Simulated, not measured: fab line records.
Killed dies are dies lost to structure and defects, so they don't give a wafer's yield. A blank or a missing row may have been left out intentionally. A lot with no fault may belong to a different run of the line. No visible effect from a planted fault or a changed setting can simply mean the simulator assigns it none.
fab line records	flow n5-finfet	part 1 of 2: steps 1 to 4 of 6
[record] lots = 20	wafers = 60	last-day = 17
route steps=1938 shown BEOL_M0_SAQP@665 BEOL_M0_CUTY@711 BEOL_M0@721
lots that met no fault: from a run of the same line without faults
start-h: start of the lot's first displayed wafer, in hours after the record's first day	wait-h: hours since the lot's step before	" as in the row above	L1.1+2: one row covering several wafers at once	- no value, or no start given	* or withheld: withheld	< > ~ a bound
route shown NAME@n: names a module that has steps shown in the file, with the first one's number in the route	usual: mean/standard deviation of fault-free wafers	same: alike in all rows	chamber/n: place in a boat	sites: the reading at each site	_std_site: standard deviation across them	_edge_site: the outer-site mean with the inner-site mean subtracted	radius-mm: how far each site lies from the wafer's centre	mask NAME#n: copy n	behind: the last tool/chamber to shape the wafer	hold: why the lot went on hold/how many hours it stayed there/how the hold came to an end	device: whichever transistor did not switch (one of n, p or np)	end of line: the tests these same wafers got at the end of their route	a step with no rows: only its recipe	killed: dies that structure and defects cost at the first sort, which is not the same as the wafer's yield	map: per-die view of a wafer (x killed, . not killed, _ where there is no die)
set.NAME: setting as actually run; set.NAME@STEP: the setting as run at that earlier step	model.NAME: the simulator's own value behind a step, which no gauge read
steps of the route over a sample of lots; a table a step, a row a wafer
services: from which hour (start-h, from the record's first day; less than 0 if before it) a tool's chamber was out of use, for how many hours, and why
[[steps]]
[step N5_BEOL_M0_SAQP_MANDREL1_REMOVE_100]
[recipe] chemistry = HBr/Cl2/O2	bt-time-s = 10	target = a-Si	stop-on = SiNx	endpoint = OES-SiCl	over-etch-frac = 0.85	icp-w = 600	bias-w = 30	HBr_flow_sccm = 150	Cl2_flow_sccm = 80	O2_flow_sccm = 5	pressure-mtorr = 10
[usual] bias-w = 30.00/0.085	drypump-motor-current-A = 5.7/0.51	oes-product-au = 0.992/0.012	throttle-valve-pct = 36.7/0.34
lot.wafer	tool	chamber	start-h	wait-h	bias-w	drypump-motor-current-A	oes-product-au	rf-hours-counter-h	throttle-valve-pct
L075.1	rie-si-06	2	112.15	0.1	29.89	6.6	0.981	1	36.5
L075.4	"	1	"	"	30.07	5.5	0.994	74	36.6
L075.5	"	0	"	"	30.21	6.6	0.993	-	36.8
L074.1	rie-si-06	3	115.47	0.1	30.09	5.8	0.999	193	36.3
L074.3	"	2	"	"	30.01	6.6	0.980	1	36.5
L074.6	"	2	"	"	30.00	6.5	0.971	-	36.5
L076.2	rie-si-06	1	118.17	0.1	30.00	5.5	0.998	75	36.6
L076.3	"	3	"	"	30.04	5.8	1.003	194	36.3
L076.6	"	2	"	"	29.95	6.5	0.974	-	36.5
L077.3	rie-si-02	2	131.08	0.1	29.94	5.2	0.986	173	37.0
L077.4	"	1	"	"	30.02	5.4	1.008	68	37.1
L077.6	"	2	"	"	29.89	5.2	0.992	-	37.0
L078.1	rie-si-06	3	138.56	0.1	30.03	5.8	1.001	194	36.3
L078.3	"	2	"	"	30.09	6.5	0.977	2	36.4
L078.5	"	2	"	"	30.02	6.5	0.982	-	36.5
L079.1	rie-si-06	3	142.87	0.1	29.96	5.8	0.989	194	36.3
L079.5	"	2	"	"	29.93	6.5	0.965	-	36.4
L079.6	"	3	"	"	30.08	5.8	0.993	-	36.3
L080.1	rie-si-02	3	146.24	0.1	30.00	5.8	0.977	34	36.7
L080.4	"	0	"	"	30.03	5.9	0.991	77	36.2
L080.6	"	3	"	"	29.90	5.8	0.971	-	36.7
L083.1	rie-si-06	0	165.68	0.1	30.08	6.7	0.984	2	36.8
L083.2	"	1	"	"	30.03	5.5	1.010	75	36.6
L083.4	"	0	"	"	30.00	6.7	0.996	-	36.8
L084.1	rie-si-05	1	169.16	0.1	30.15	5.8	0.996	118	36.5
L084.2	"	3	"	"	29.78	5.3	0.986	47	37.3
L084.3	"	2	"	"	29.96	4.8	0.967	50	36.4
L085.2	rie-si-05	3	179.70	0.1	30.00	5.4	0.985	47	37.4
L085.3	"	0	"	"	29.87	5.9	1.013	157	37.1
L085.4	"	2	"	"	30.07	4.8	0.973	50	36.4
L086.2	rie-si-06	0	186.86	0.1	30.00	6.6	1.000	2	36.8
L086.3	"	2	"	"	30.06	6.5	0.986	3	36.5
L086.5	"	2	"	"	30.09	6.5	0.985	-	36.5
L087.2	rie-si-02	3	191.46	0.1	30.08	5.8	0.973	35	36.7
L087.3	"	1	"	"	30.22	5.4	1.001	69	37.1
L087.6	"	0	"	"	30.03	5.9	0.992	-	36.2
L088.1	rie-si-02	3	194.36	0.1	29.93	5.8	0.989	35	36.6
L088.3	"	2	"	"	30.00	5.2	0.989	175	37.0
L088.4	"	1	"	"	30.03	5.4	1.001	69	37.1
L091.2	rie-si-05	3	213.75	0.1	30.01	5.3	0.993	47	37.3
L091.5	"	2	"	"	30.04	4.8	0.978	-	36.4
L091.6	"	1	"	"	29.87	5.8	1.009	-	36.4
L092.1	rie-si-05	2	221.07	0.1	29.93	4.8	0.972	51	36.4
L092.4	"	3	"	"	29.90	5.4	0.992	47	37.3
L092.6	"	1	"	"	29.88	5.8	1.000	-	36.4
L093.3	rie-si-02	3	235.16	0.1	30.05	5.8	0.977	35	36.6
L093.4	"	0	"	"	29.98	5.9	0.992	79	36.2
L093.6	"	2	"	"	29.88	5.2	1.000	-	37.0
L094.1	rie-si-06	0	237.51	0.1	30.01	6.6	0.992	3	36.8
L094.2	"	1	"	"	30.01	5.5	0.988	77	36.6
L094.6	"	1	"	"	29.94	5.5	0.987	-	36.6
L095.1	rie-si-05	1	239.33	0.1	30.07	5.8	1.005	120	36.5
L095.2	"	3	"	"	29.90	5.4	0.977	48	37.3
L095.4	"	0	"	"	30.04	5.9	1.002	157	37.1
L096.2	rie-si-02	0	245.00	0.1	30.11	5.9	0.998	79	36.2
L096.4	"	2	"	"	30.02	5.2	0.988	175	37.0
L096.5	"	2	"	"	29.95	5.2	1.001	-	37.0
L097.1	rie-si-02	1	250.01	0.1	29.99	5.3	1.014	70	37.1
L097.2	"	0	"	"	29.86	5.9	0.995	79	36.2
L097.5	"	3	"	"	29.88	5.8	0.980	-	36.6
[step N5_BEOL_M0_SAQP_ETCH_73]
[recipe] chemistry = CF4	target = SiARC	target-depth-a = 195	mask-material = CAR-EUV	time-s = 32.5	ion-energy-ev = 80	pressure-mtorr = 40	source-w = 545	bias-w = 36	Ar_flow_sccm = 100	cf4-flow-sccm = 100	ends = cleared
[usual] bias-w = 36.01/0.11	drypump-motor-current-A = 5.7/0.38	etch-rf-on-time-s = 32.2/0.54	oes-product-au = 0.68/0.065	rf-vpp-V = 184.2/1	showerhead-plenum-p-Torr = 2.15/0.038	throttle-valve-pct = 15.6/0.33
lot.wafer	tool	chamber	start-h	wait-h	bias-w	drypump-motor-current-A	etch-rf-on-time-s	oes-product-au	rf-hours-counter-h	rf-vpp-V	showerhead-plenum-p-Torr	throttle-valve-pct
L075.1	rie-diel-01	2	114.82	0.0	36.03	5.7	32.1	0.75	35	182.5	2.10	15.3
L075.4	"	0	"	"	35.99	5.6	31.9	0.68	118	183.1	2.15	15.6
L075.5	"	2	"	"	35.91	5.7	32.3	0.75	-	185.7	2.10	15.3
L074.1	rie-diel-05	1	118.05	0.0	35.98	6.2	32.3	0.71	75	185.0	2.17	15.8
L074.3	"	3	"	"	35.89	5.4	31.9	0.65	-	182.9	2.14	16.1
L074.6	"	3	"	"	36.01	5.4	31.7	0.66	-	182.3	2.14	16.1
L076.2	rie-diel-01	3	121.62	0.0	36.04	5.1	31.6	0.60	233	185.1	2.20	15.7
L076.3	"	0	"	"	35.95	5.6	31.8	0.68	120	183.9	2.15	15.5
L076.6	"	1	"	"	36.01	5.7	32.6	0.73	-	184.7	2.18	15.5
L077.3	rie-diel-01	2	133.56	0.0	36.14	5.7	31.6	0.75	40	183.3	2.10	15.3
L077.4	"	3	"	"	36.11	5.2	31.8	0.60	235	183.7	2.20	15.7
L077.6	"	1	"	"	35.83	5.8	32.7	0.72	-	183.7	2.18	15.5
L078.1	rie-diel-05	3	141.17	0.0	36.04	5.4	32.5	0.64	162	185.1	2.14	16.1
L078.3	"	1	"	"	35.99	6.2	32.6	0.70	86	185.7	2.17	15.8
L078.5	"	1	"	"	35.82	6.2	32.8	0.70	-	184.6	2.17	15.8
L079.1	rie-diel-01	2	145.88	0.0	35.93	5.7	31.9	0.74	44	183.1	2.10	15.3
L079.5	"	3	"	"	36.01	5.2	32.1	0.60	-	187.1	2.19	15.7
L079.6	"	0	"	"	35.88	5.6	32.1	0.66	-	184.4	2.15	15.6
L080.1	rie-diel-05	1	150.88	0.0	36.15	6.2	32.7	0.69	89	184.9	2.17	15.9
L080.4	"	2	"	"	35.87	5.0	31.5	0.78	16	185.2	2.19	15.0
L080.6	"	2	"	"	35.73	5.0	31.3	0.79	-	184.8	2.19	15.0
L083.1	rie-diel-03	2	168.18	0.0	35.96	5.4	31.5	0.65	143	183.4	2.15	15.6
L083.2	"	1	"	"	35.81	6.2	32.9	0.64	150	184.6	2.23	15.6
L083.4	"	3	"	"	35.99	6.2	32.4	0.77	32	184.3	2.18	15.4
L084.1	rie-diel-05	3	171.64	0.0	35.84	5.4	31.9	0.65	171	184.5	2.14	16.1
L084.2	"	2	"	"	36.07	5.0	31.1	0.78	22	185.4	2.18	15.0
L084.3	"	1	"	"	35.94	6.2	32.3	0.69	94	185.1	2.16	15.9
L085.2	rie-diel-05	3	184.99	0.0	35.95	5.4	32.1	0.64	175	183.7	2.14	16.1
L085.3	"	1	"	"	36.03	6.2	32.7	0.69	98	184.0	2.16	15.9
L085.4	"	0	"	"	35.73	5.7	32.6	0.59	229	184.6	2.11	16.0
L086.2	rie-diel-01	0	191.75	0.0	36.02	5.6	32.2	0.66	139	183.1	2.15	15.6
L086.3	"	1	"	"	35.98	5.7	32.9	0.71	80	184.1	2.17	15.5
L086.5	"	1	"	"	36.09	5.7	32.7	0.71	-	183.5	2.17	15.5
L087.2	rie-diel-03	2	194.15	0.0	36.02	5.5	32.2	0.64	149	184.7	2.14	15.6
L087.3	"	3	"	"	35.95	6.2	32.8	0.75	39	185.0	2.17	15.4
L087.6	"	0	"	"	36.08	6.2	32.8	0.68	-	182.6	2.07	15.4
L088.1	rie-diel-05	2	197.41	0.0	35.98	5.0	30.9	0.77	31	186.3	2.18	15.0
L088.3	"	3	"	"	36.34	5.4	32.1	0.64	178	184.0	2.14	16.1
L088.4	"	1	"	"	36.04	6.2	32.1	0.69	102	185.7	2.16	15.9
L091.2	rie-diel-01	0	216.26	0.0	35.90	5.6	32.0	0.66	147	182.9	2.14	15.6
L091.5	"	1	"	"	35.90	5.8	32.4	0.70	-	184.4	2.17	15.5
L091.6	"	2	"	"	36.03	5.7	32.2	0.71	-	183.1	2.09	15.3
L092.1	rie-diel-05	3	223.58	0.0	36.01	5.4	32.1	0.63	184	185.3	2.13	16.1
L092.4	"	0	"	"	36.27	5.7	32.6	0.59	240	182.4	2.11	16.0
L092.6	"	1	"	"	35.99	6.2	32.4	0.68	-	183.6	2.16	15.9
L093.3	rie-diel-05	3	237.60	0.0	36.16	5.4	32.3	0.63	188	184.7	2.13	16.1
L093.4	"	1	"	"	35.97	6.2	32.8	0.67	113	182.9	2.16	15.9
L093.6	"	3	"	"	36.07	5.4	32.3	0.63	-	182.1	2.13	16.1
L094.1	rie-diel-05	2	240.27	0.0	36.10	5.0	31.0	0.75	42	184.8	2.18	15.0
L094.2	"	3	"	"	36.07	5.4	32.0	0.63	190	184.3	2.13	16.1
L094.6	"	3	"	"	36.14	5.4	32.2	0.62	-	183.4	2.13	16.1
L095.1	rie-diel-03	1	242.13	0.0	36.02	6.2	32.7	0.63	170	185.5	2.22	15.6
L095.2	"	0	"	"	35.98	6.2	32.6	0.66	141	181.8	2.07	15.4
L095.4	"	2	"	"	36.04	5.5	31.7	0.63	163	184.3	2.14	15.6
L096.2	rie-diel-05	3	247.79	0.0	36.31	5.4	32.0	0.63	192	184.3	2.13	16.1
L096.4	"	0	"	"	35.97	5.7	32.4	0.59	247	183.6	2.11	16.0
L096.5	"	0	"	"	36.19	5.7	32.3	0.58	-	183.2	2.11	16.0
L097.1	rie-diel-01	1	252.61	0.0	36.16	5.7	32.6	0.70	99	184.9	2.16	15.6
L097.2	"	0	"	"	36.08	5.6	32.0	0.64	158	184.6	2.14	15.6
L097.5	"	1	"	"	35.86	5.7	32.4	0.70	-	184.3	2.16	15.5
[step N5_BEOL_M0_SAQP_ALD_48]
[recipe] material = SiO2	target-thk-a = 200	temp-c = 100	ald-precursor-family = BDEAS	ald-co-reactant = O2-plasma	pulse-time-s = 1	co-reactant-pulse-time-s = 1	purge-time-s = 2	co-reactant-purge-time-s = 2	ald-cycles = 139	pressure-torr = 2
[usual] heater-power-w = 79/7.7	precursor-pulse-height-rel = 0.999/0.02
lot.wafer	tool	chamber	start-h	wait-h	heater-power-w	precursor-pulse-height-rel
L075.1	ald-sin-02	1	115.32	0.3	78	1.015
L075.4	"	3	"	"	68	0.980
L075.5	"	1	"	"	79	1.004
L074.1	ald-sin-02	2	118.39	0.0	78	0.999
L074.3	"	0	"	"	68	1.016
L074.6	"	0	"	"	67	1.002
L076.2	ald-sin-01	1	121.86	0.0	65	0.994
L076.3	"	2	"	"	77	0.984
L076.6	"	2	"	"	75	0.999
L077.3	ald-sin-01	3	133.79	0.0	81	0.990
L077.4	"	2	"	"	75	1.008
L077.6	"	3	"	"	85	0.992
L078.1	ald-sin-04	0	141.41	0.0	69	1.000
L078.3	"	3	"	"	81	1.015
L078.5	"	2	"	"	83	1.001
L079.1	ald-sin-04	1	146.28	0.2	91	0.991
L079.5	"	0	"	"	70	1.016
L079.6	"	3	"	"	83	0.999
L080.1	ald-sin-04	1	152.16	1.1	88	0.981
L080.4	"	0	"	"	70	1.015
L080.6	"	2	"	"	87	0.993
L083.1	ald-sin-01	3	168.41	0.0	84	1.019
L083.2	"	0	"	"	83	0.961
L083.4	"	1	"	"	67	1.043
L084.1	ald-sin-04	1	171.87	0.0	88	0.961
L084.2	"	0	"	"	69	1.022
L084.3	"	2	"	"	82	0.981
L085.2	ald-sin-02	0	185.22	0.0	69	0.986
L085.3	"	2	"	"	78	1.001
L085.4	"	3	"	"	69	1.011
L086.2	ald-sin-02	0	191.98	0.0	68	0.992
L086.3	"	2	"	"	79	1.009
L086.5	"	3	"	"	66	1.012
L087.2	ald-sin-04	1	194.65	0.3	89	0.999
L087.3	"	2	"	"	85	1.032
L087.6	"	2	"	"	87	0.993
L088.1	ald-sin-01	1	197.64	0.0	63	1.006
L088.3	"	0	"	"	82	0.984
L088.4	"	2	"	"	81	0.985
L091.2	ald-sin-01	0	216.50	0.0	81	1.038
L091.5	"	0	"	"	81	0.977
L091.6	"	1	"	"	64	0.976
L092.1	ald-sin-01	1	223.82	0.0	63	0.989
L092.4	"	3	"	"	83	0.990
L092.6	"	3	"	"	83	1.019
L093.3	ald-sin-01	1	237.83	0.0	65	0.978
L093.4	"	0	"	"	82	1.012
L093.6	"	2	"	"	79	1.005
L094.1	ald-sin-04	2	240.63	0.2	85	0.964
L094.2	"	0	"	"	71	0.984
L094.6	"	3	"	"	83	1.013
L095.1	ald-sin-04	1	242.36	0.0	89	1.001
L095.2	"	0	"	"	70	0.942
L095.4	"	2	"	"	86	1.009
L096.2	ald-sin-01	0	248.02	0.0	81	0.991
L096.4	"	2	"	"	78	1.026
L096.5	"	3	"	"	84	1.032
L097.1	ald-sin-04	1	253.15	0.3	90	0.988
L097.2	"	0	"	"	71	1.025
L097.5	"	1	"	"	88	1.017
[step N5_BEOL_M0_CUTY_DESCUM_61]
[recipe] chemistry = O2	time-s = 7.9	source-power-w = 50	bias-power-w = 20	pressure-mtorr = 20	rf-frequency-hz = 2.712e+07	temp-c = 40	resist = CAR-ArF-block	o2-flow-sccm = 225
[usual] drypump-motor-current-A = 5.6/0.51	o2-flow-sccm = 225.0/0.66	oes-product-au = 0.81/0.086	rf-vpp-V = 243.2/1.1	showerhead-plenum-p-Torr = 2.10/0.05	throttle-valve-pct = 20.34/0.21
lot.wafer	tool	chamber	start-h	wait-h	drypump-motor-current-A	o2-flow-sccm	oes-product-au	rf-hours-counter-h	rf-vpp-V	showerhead-plenum-p-Torr	throttle-valve-pct
L075.1	rie-diel-06	2	116.57	0.0	6.1	224.3	0.89	20	241.9	2.05	20.33
L075.4	"	0	"	"	5.8	224.5	0.73	-	242.7	2.07	20.27
L075.5	"	3	"	"	5.0	225.7	0.73	-	243.0	2.07	20.55
L074.1	rie-diel-02	1	119.55	0.0	6.7	224.0	1.00	4	241.6	2.06	20.23
L074.3	"	3	"	"	5.9	225.3	0.93	22	244.5	2.23	20.11
L074.6	"	1	"	"	6.7	223.6	0.99	-	242.6	2.06	20.25
L076.2	rie-diel-02	1	122.97	0.0	6.7	225.6	0.99	5	242.5	2.06	20.25
L076.3	"	0	"	"	5.0	224.2	0.67	237	241.4	1.97	20.65
L076.6	"	1	"	"	6.7	225.8	0.99	-	242.8	2.06	20.24
L077.3	rie-diel-04	2	134.93	0.0	5.1	225.6	0.92	28	244.1	2.12	20.04
L077.4	"	3	"	"	5.5	224.9	0.81	97	245.1	2.11	20.40
L077.6	"	3	"	"	5.5	225.6	0.81	-	242.2	2.11	20.40
L078.1	rie-diel-06	3	142.39	0.0	5.0	225.0	0.72	211	244.4	2.07	20.57
L078.3	"	2	"	"	6.1	225.3	0.88	28	242.8	2.05	20.33
L078.5	"	2	"	"	6.1	225.3	0.89	-	242.9	2.05	20.33
L079.1	rie-diel-06	0	147.39	0.0	5.8	224.5	0.72	193	242.6	2.07	20.30
L079.5	"	3	"	"	5.0	224.5	0.72	-	243.6	2.07	20.59
L079.6	"	0	"	"	5.8	224.8	0.73	-	244.0	2.07	20.31
L080.1	rie-diel-06	1	153.28	0.0	5.3	223.8	0.93	8	245.6	2.14	20.43
L080.4	"	0	"	"	5.8	225.7	0.72	196	242.2	2.06	20.29
L080.6	"	0	"	"	5.8	225.1	0.72	-	243.9	2.07	20.29
L083.1	rie-diel-04	1	169.52	0.0	5.5	225.3	0.72	196	241.2	2.08	20.59
L083.2	"	0	"	"	6.2	225.5	0.85	51	243.4	2.13	19.92
L083.4	"	2	"	"	5.1	224.4	0.91	40	243.8	2.12	20.08
L084.1	rie-diel-06	3	173.01	0.1	4.9	224.3	0.70	222	242.3	2.07	20.59
L084.2	"	0	"	"	5.8	224.0	0.72	202	242.9	2.06	20.30
L084.3	"	2	"	"	6.1	226.6	0.86	39	241.7	2.05	20.35
L085.2	rie-diel-06	3	186.21	0.0	4.9	225.2	0.70	227	243.1	2.07	20.60
L085.3	"	2	"	"	6.1	225.0	0.85	44	241.6	2.05	20.36
L085.4	"	2	"	"	6.1	225.3	0.84	-	243.0	2.04	20.36
L086.2	rie-diel-02	2	193.09	0.0	4.9	224.6	0.79	110	241.6	2.10	20.61
L086.3	"	0	"	"	5.0	225.0	0.96	6	245.9	2.23	20.27
L086.5	"	0	"	"	5.0	224.9	0.96	-	245.4	2.23	20.25
L087.2	rie-diel-02	1	195.86	0.0	6.7	224.4	0.92	32	242.2	2.05	20.29
L087.3	"	0	"	"	5.0	225.8	0.94	6	245.8	2.23	20.28
L087.6	"	2	"	"	4.9	224.5	0.79	-	242.4	2.10	20.59
L088.1	rie-diel-06	0	198.75	0.0	5.8	225.6	0.71	211	243.6	2.06	20.34
L088.3	"	1	"	"	5.3	224.4	0.89	18	244.3	2.14	20.41
L088.4	"	2	"	"	6.1	224.6	0.84	49	243.5	2.04	20.35
L091.2	rie-diel-04	0	217.86	0.1	6.3	225.2	0.82	68	243.4	2.12	19.93
L091.5	"	1	"	"	5.5	224.9	0.70	-	243.2	2.07	20.60
L091.6	"	2	"	"	5.1	224.7	0.88	-	242.1	2.11	20.10
L092.1	rie-diel-04	0	225.59	0.7	6.2	224.6	0.82	71	243.0	2.12	19.95
L092.4	"	1	"	"	5.4	225.0	0.70	215	241.5	2.07	20.59
L092.6	"	0	"	"	6.3	226.1	0.81	-	242.1	2.12	19.95
L093.3	rie-diel-04	2	240.54	1.5	5.1	225.5	0.87	65	244.9	2.11	20.10
L093.4	"	1	"	"	5.5	224.4	0.70	222	243.1	2.07	20.63
L093.6	"	3	"	"	5.5	224.6	0.77	-	242.5	2.10	20.45
L094.1	rie-diel-06	0	242.99	1.4	5.8	224.8	0.70	231	242.8	2.05	20.36
L094.2	"	1	"	"	5.3	224.7	0.88	34	243.8	2.14	20.45
L094.6	"	0	"	"	5.8	225.0	0.71	-	240.4	2.05	20.34
L095.1	rie-diel-04	2	243.93	0.6	5.1	224.4	0.86	67	243.7	2.11	20.10
L095.2	"	1	"	"	5.5	224.9	0.69	224	243.3	2.07	20.62
L095.4	"	3	"	"	5.5	225.4	0.76	136	244.5	2.10	20.46
L096.2	rie-diel-04	0	249.03	0.0	6.3	224.6	0.80	83	245.7	2.12	19.96
L096.4	"	2	"	"	5.1	224.4	0.86	69	244.2	2.11	20.10
L096.5	"	0	"	"	6.3	224.9	0.81	-	243.4	2.12	19.96
L097.1	rie-diel-06	1	254.27	0.0	5.3	224.2	0.86	40	243.5	2.13	20.45
L097.2	"	2	"	"	6.1	225.3	0.82	75	241.8	2.03	20.41
L097.5	"	2	"	"	6.1	224.9	0.82	-	241.8	2.03	20.41
